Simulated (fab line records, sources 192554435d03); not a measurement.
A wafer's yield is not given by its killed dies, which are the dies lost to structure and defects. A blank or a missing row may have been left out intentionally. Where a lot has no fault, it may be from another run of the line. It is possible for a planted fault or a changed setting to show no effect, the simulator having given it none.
Matching of chambers || flow n5-finfet || N5_BEOL_M9_STRIP_19 on rie-diel-03: 4 sister chambers
The step strips in O2. 16 wafers are shown with their chamber, then 8 later ones without.

## EACH WAFER AND ITS CHAMBER
{"wafer": "L076.1", "chamber": 0, "showerhead-plenum-p-Torr (Torr)": 2.09, "drypump-motor-current-A (A)": 5.5, "throttle-valve-pct (%)": 16.60}
{"wafer": "L076.2", "chamber": 1, "showerhead-plenum-p-Torr (Torr)": 2.03, "drypump-motor-current-A (A)": 5.4, "throttle-valve-pct (%)": 16.39}
{"wafer": "L076.5", "chamber": 0, "showerhead-plenum-p-Torr (Torr)": 2.09, "drypump-motor-current-A (A)": 5.5, "throttle-valve-pct (%)": 16.61}
{"wafer": "L082.2", "chamber": 0, "showerhead-plenum-p-Torr (Torr)": 2.09, "drypump-motor-current-A (A)": 5.5, "throttle-valve-pct (%)": 16.61}
{"wafer": "L082.3", "chamber": 2, "showerhead-plenum-p-Torr (Torr)": 1.99, "drypump-motor-current-A (A)": 6.1, "throttle-valve-pct (%)": 16.39}
{"wafer": "L082.5", "chamber": 3, "showerhead-plenum-p-Torr (Torr)": 2.19, "drypump-motor-current-A (A)": 5.1, "throttle-valve-pct (%)": 16.67}
{"wafer": "L083.1", "chamber": 0, "showerhead-plenum-p-Torr (Torr)": 2.09, "drypump-motor-current-A (A)": 5.4, "throttle-valve-pct (%)": 16.62}
{"wafer": "L083.5", "chamber": 0, "showerhead-plenum-p-Torr (Torr)": 2.09, "drypump-motor-current-A (A)": 5.4, "throttle-valve-pct (%)": 16.63}
{"wafer": "L083.6", "chamber": 3, "showerhead-plenum-p-Torr (Torr)": 2.19, "drypump-motor-current-A (A)": 5.1, "throttle-valve-pct (%)": 16.68}
{"wafer": "L084.1", "chamber": 2, "showerhead-plenum-p-Torr (Torr)": 1.99, "drypump-motor-current-A (A)": 6.1, "throttle-valve-pct (%)": 16.39}
{"wafer": "L084.3", "chamber": 3, "showerhead-plenum-p-Torr (Torr)": 2.19, "drypump-motor-current-A (A)": 5.1, "throttle-valve-pct (%)": 16.65}
{"wafer": "L084.6", "chamber": 0, "showerhead-plenum-p-Torr (Torr)": 2.08, "drypump-motor-current-A (A)": 5.5, "throttle-valve-pct (%)": 16.63}
{"wafer": "L085.1", "chamber": 0, "showerhead-plenum-p-Torr (Torr)": 2.08, "drypump-motor-current-A (A)": 5.5, "throttle-valve-pct (%)": 16.64}
{"wafer": "L085.2", "chamber": 1, "showerhead-plenum-p-Torr (Torr)": 2.03, "drypump-motor-current-A (A)": 5.4, "throttle-valve-pct (%)": 16.43}
{"wafer": "L085.6", "chamber": 2, "showerhead-plenum-p-Torr (Torr)": 1.99, "drypump-motor-current-A (A)": 6.1, "throttle-valve-pct (%)": 16.40}
{"wafer": "L087.3", "chamber": 2, "showerhead-plenum-p-Torr (Torr)": 1.99, "drypump-motor-current-A (A)": 6.2, "throttle-valve-pct (%)": 16.41}

SIGNATURES, as means of the wafers listed above
{"reading": "showerhead-plenum-p-Torr", "chamber 0": 2.0871, "chamber 1": 2.0300, "chamber 2": 1.9900, "chamber 3": 2.1900, "scatter within a chamber": 0.00345}
{"reading": "drypump-motor-current-A", "chamber 0": 5.471, "chamber 1": 5.400, "chamber 2": 6.125, "chamber 3": 5.100, "scatter within a chamber": 0.0426}
{"reading": "throttle-valve-pct", "chamber 0": 16.6200, "chamber 1": 16.4100, "chamber 2": 16.3975, "chamber 3": 16.6667, "scatter within a chamber": 0.0151}
Rule: distance of a wafer from a chamber = root of the sum over the readings of ((wafer's reading minus chamber's mean) / reading's scatter) squared. The wafer belongs to the nearest chamber; if the next one is less than 2 further off, it can't be placed. How the scatter is found: for the shown wafers, subtract from each reading the mean of its chamber, square and add these, divide the total by (wafers less chambers), then take the root.

## WAFERS WHOSE CHAMBER IS MISSING
{"wafer": "L087.5", "showerhead-plenum-p-Torr (Torr)": 2.08, "drypump-motor-current-A (A)": 5.5, "throttle-valve-pct (%)": 16.64}
{"wafer": "L087.6", "showerhead-plenum-p-Torr (Torr)": 2.03, "drypump-motor-current-A (A)": 5.4, "throttle-valve-pct (%)": 16.43}
{"wafer": "L093.1", "showerhead-plenum-p-Torr (Torr)": 2.19, "drypump-motor-current-A (A)": 5.1, "throttle-valve-pct (%)": 16.71}
{"wafer": "L093.4", "showerhead-plenum-p-Torr (Torr)": 2.08, "drypump-motor-current-A (A)": 5.5, "throttle-valve-pct (%)": 16.67}
{"wafer": "L093.5", "showerhead-plenum-p-Torr (Torr)": 2.08, "drypump-motor-current-A (A)": 5.5, "throttle-valve-pct (%)": 16.66}
{"wafer": "L096.1", "showerhead-plenum-p-Torr (Torr)": 1.98, "drypump-motor-current-A (A)": 6.1, "throttle-valve-pct (%)": 16.42}
{"wafer": "L096.3", "showerhead-plenum-p-Torr (Torr)": 2.08, "drypump-motor-current-A (A)": 5.5, "throttle-valve-pct (%)": 16.68}
{"wafer": "L096.5", "showerhead-plenum-p-Torr (Torr)": 1.98, "drypump-motor-current-A (A)": 6.1, "throttle-valve-pct (%)": 16.47}

## WHICH CHAMBER EACH ONE RAN IN
{"wafer": "L087.5", "from the rows above": 0, "in truth": 0}
{"wafer": "L087.6", "from the rows above": 1, "in truth": 1}
{"wafer": "L093.1", "from the rows above": 3, "in truth": 3}
{"wafer": "L093.4", "from the rows above": 0, "in truth": 0}
{"wafer": "L093.5", "from the rows above": 0, "in truth": 0}
{"wafer": "L096.1", "from the rows above": 2, "in truth": 2}
{"wafer": "L096.3", "from the rows above": 0, "in truth": 0}
{"wafer": "L096.5", "from the rows above": 2, "in truth": 2}
Correct placement for 8 of the 8. From these rows, 0 cannot be placed. 0 placed wrongly.
